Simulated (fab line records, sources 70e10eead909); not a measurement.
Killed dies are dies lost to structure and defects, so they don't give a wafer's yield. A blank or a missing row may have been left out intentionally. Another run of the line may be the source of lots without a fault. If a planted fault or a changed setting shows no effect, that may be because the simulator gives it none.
The tool behind it: which one? ; flow nand_harc ; 13 lots with 39 wafers sampled at 6 steps, on a route of 1159 steps

WHAT THE GAUGES SHOWED, per wafer
NHARC_A_ONON_D1_THK_MEAS_14: measures by ellipsometry.
lot;measured;on;thk_nm (nm)
L538;day 7 15:32;film_metro-02;1012 1013 1014
L541;day 8 06:05;film_metro-02;1003 1001 1004
L540;day 8 09:56;film_metro-01;992 991 990
L542;day 8 15:59;film_metro-02;976 976 978
L546;day 9 13:47;film_metro-01;990 987 991
L551;day 11 12:06;film_metro-02;1000 998 999
L552;day 11 17:20;film_metro-02;1008 1006 1008
L554;day 11 23:58;film_metro-02;1007 1007 1007
L555;day 12 00:04;film_metro-02;992 990 989
L556;day 12 00:04;film_metro-02;1016 1018 1014
L557;day 12 09:09;film_metro-02;1002 1001 1001
L560;day 12 23:31;film_metro-02;1004 1007 1008
L561;day 13 03:34;film_metro-01;998 1000 1000

NHARC_A_ONON_D1_THK_MEAS_30: measures by ellipsometry.
lot;measured;on;thk_nm (nm)
L538;day 8 03:17;film_metro-02;1000 1000 999
L541;day 8 15:51;film_metro-02;1010 1011 1012
L540;day 8 19:15;film_metro-02;995 942 942
L542;day 9 02:58;film_metro-01;1006 1008 953
L546;day 10 00:07;film_metro-02;987 988 934
L551;day 11 21:27;film_metro-01;1003 1005 1004
L552;day 12 02:42;film_metro-02;986 988 987
L554;day 12 12:06;film_metro-02;1015 1015 1014
L555;day 12 12:07;film_metro-01;1013 1011 1012
L556;day 12 12:06;film_metro-01;996 996 995
L557;day 12 19:44;film_metro-01;996 995 994
L560;day 13 08:53;film_metro-01;1010 1011 1011
L561;day 13 12:55;film_metro-01;1013 1014 1013

NHARC_A_CHANNEL_HOLE_D1_OVL_MEAS_11.
lot;measured;on;overlay_x_nm (nm);overlay_y_nm (nm)
L538;day 8 07:31;overlay-02;-0.3 -0.7 -0.3;0.3 -0.1 0.0
L541;day 8 21:28;overlay-01;1.2 1.5 1.4;-1.6 -1.7 -1.1
L540;day 8 22:39;overlay-02;-1.1;-0.5
L542;day 9 06:52;overlay-01;0.6 0.9;0.2 0.0
L546;day 10 03:39;overlay-02;1.2 1.3;0.4 0.2
L551;day 12 00:46;overlay-01;0.6 1.1 0.9;0.5 0.8 1.0
L552;day 12 07:08;overlay-02;0.4 -0.3 0.8;1.3 1.8 1.7
L554;day 12 16:51;overlay-01;0.7 1.2 1.2;-0.5 -0.7 -0.6
L555;day 12 17:58;overlay-01;0.0 0.8 0.1;0.3 0.4 0.9
L556;day 12 17:33;overlay-02;-0.2 -0.6 -0.7;-0.2 0.4 -0.2
L557;day 13 00:41;overlay-02;0.3 0.6 0.6;1.2 0.5 0.7
L560;day 13 12:35;overlay-02;1.4 0.9 0.9;-0.4 0.5 0.1
L561;day 13 18:07;overlay-02;-0.8 -0.9 -0.3;0.6 0.2 0.6

NHARC_END_SORT_01.
lot;measured;on;killed_at_array;killed_at_other;killed_at_periphery;killed_dies;killed_open;killed_short
L540;day 20 03:12;prober-01;22 674 675;0 0 1;6 3 1;28 677 677;3 0 1;3 1 1
L542;day 20 11:52;prober-02;13 9 675;2 1 0;0 1 2;15 11 677;3 1 1;3 0 2
L546;day 21 07:41;prober-02;16 23 675;1 1 1;4 1 1;21 25 677;1 1 4;0 2 1

EACH LOT AND THE TOOL THAT RAN IT (in order: tool; ch and the chambers of the sampled wafers; start)
lot;NHARC_A_ONON_D1_DEP_28;NHARC_A_CHANNEL_HOLE_D1_ETCH_38
L538;pecvd_onon-02 ch 0, day 8 02:50;rie_diel-08 ch 0,1,2, day 8 07:43
L541;pecvd_onon-02 ch 0, day 8 15:20;rie_diel-08 ch 0,1,3, day 8 21:40
L540;pecvd_onon-02 ch 0, day 8 18:44;rie_diel-04 ch 2, day 8 22:50
L542;pecvd_onon-02 ch 0, day 9 02:31;rie_diel-12 ch 0,1, day 9 07:05
L546;pecvd_onon-02 ch 0, day 9 23:36;rie_diel-08 ch 2,3, day 10 03:51
L551;pecvd_onon-04 ch 0, day 11 21:00;rie_diel-04 ch 1,2,3, day 12 00:57
L552;pecvd_onon-04 ch 0, day 12 02:15;rie_diel-12 ch 0,1,3, day 12 07:22
L554;pecvd_onon-03 ch 0, day 12 11:35;rie_diel-04 ch 0,1,2, day 12 17:02
L555;pecvd_onon-02 ch 0, day 12 11:40;rie_diel-12 ch 0,2,3, day 12 18:08
L556;pecvd_onon-04 ch 0, day 12 11:35;rie_diel-08 ch 2,3, day 12 17:44
L557;pecvd_onon-03 ch 0, day 12 19:17;rie_diel-08 ch 0,3, day 13 00:52
L560;pecvd_onon-03 ch 0, day 13 08:22;rie_diel-04 ch 1,2, day 13 12:46
L561;pecvd_onon-03 ch 0, day 13 12:27;rie_diel-12 ch 0,2,3, day 13 18:18
- NHARC_A_ONON_D1_DEP_28: target thk 1000 nm.
- NHARC_A_CHANNEL_HOLE_D1_ETCH_38: etches the open film in CF4, target depth 39 nm, time 65 s.

AS READ BY THE TOOLS THEMSELVES (means over the sampled wafers that have a number; for cases with no such wafer, the mark the record gives instead)
NHARC_A_CHANNEL_HOLE_D1_ETCH_38.
lot;tool;cf4_flow_sccm (sccm);drypump_motor_current_A (A);oes_product_au (a.u.);rf_vpp_V (V);showerhead_plenum_p_Torr (Torr);throttle_valve_pct (%)
L538;rie_diel-08;150.4;5.6;1.009;152.0;1.84;13.285
L541;rie_diel-08;149.9;5.3;1.002;152.8;1.86;13.279
L540;rie_diel-04;149.5;5.7;0.994;152.5;1.89;13.295
L542;rie_diel-12;149.9;6.2;0.993;152.4;1.87;13.290
L546;rie_diel-08;150.6;5.8;1.013;151.4;1.85;13.288
L551;rie_diel-04;150.1;5.6;1.008;151.7;1.83;13.272
L552;rie_diel-12;150.4;6.2;1.003;152.0;1.79;13.282
L554;rie_diel-04;150.0;5.8;1.008;152.9;1.88;13.273
L555;rie_diel-12;150.0;5.9;0.995;152.1;1.82;13.282
L556;rie_diel-08;150.3;5.7;1.015;152.4;1.86;13.286
L557;rie_diel-08;149.4;5.0;1.007;152.2;1.87;13.283
L560;rie_diel-04;150.4;6.0;0.992;152.7;1.86;13.278
L561;rie_diel-12;150.1;5.9;0.986;151.4;1.82;13.279

THE ANSWER, worked out from the rows above alone
Rule: what is usual is taken from the lots themselves. Put in order of their means at a reading, lots are off if they are a third of the lots or fewer, leave a main group of 4 or more, and stand apart from it by a gap of 3 or more times the standard deviation of the main group's means; of several such gaps the widest counts. If all means in a main group match to the digits the tables above print for the reading, that group is not used. A lot without any number at a reading at which 4 lots or more have one is off too. All remaining lots with rows at the step are treated as sound. After the gauges, taken in route order, come the tools' own readings; for these a lot's mean is taken, as printed above. The first step at which some lot is off is used, and at that step the reading that is off furthest; a lot without a number counts as furthest.
No lot is off on any of the readings shown, so nothing can be concluded from this.

WHAT THE SIMULATOR HAD INSERTED
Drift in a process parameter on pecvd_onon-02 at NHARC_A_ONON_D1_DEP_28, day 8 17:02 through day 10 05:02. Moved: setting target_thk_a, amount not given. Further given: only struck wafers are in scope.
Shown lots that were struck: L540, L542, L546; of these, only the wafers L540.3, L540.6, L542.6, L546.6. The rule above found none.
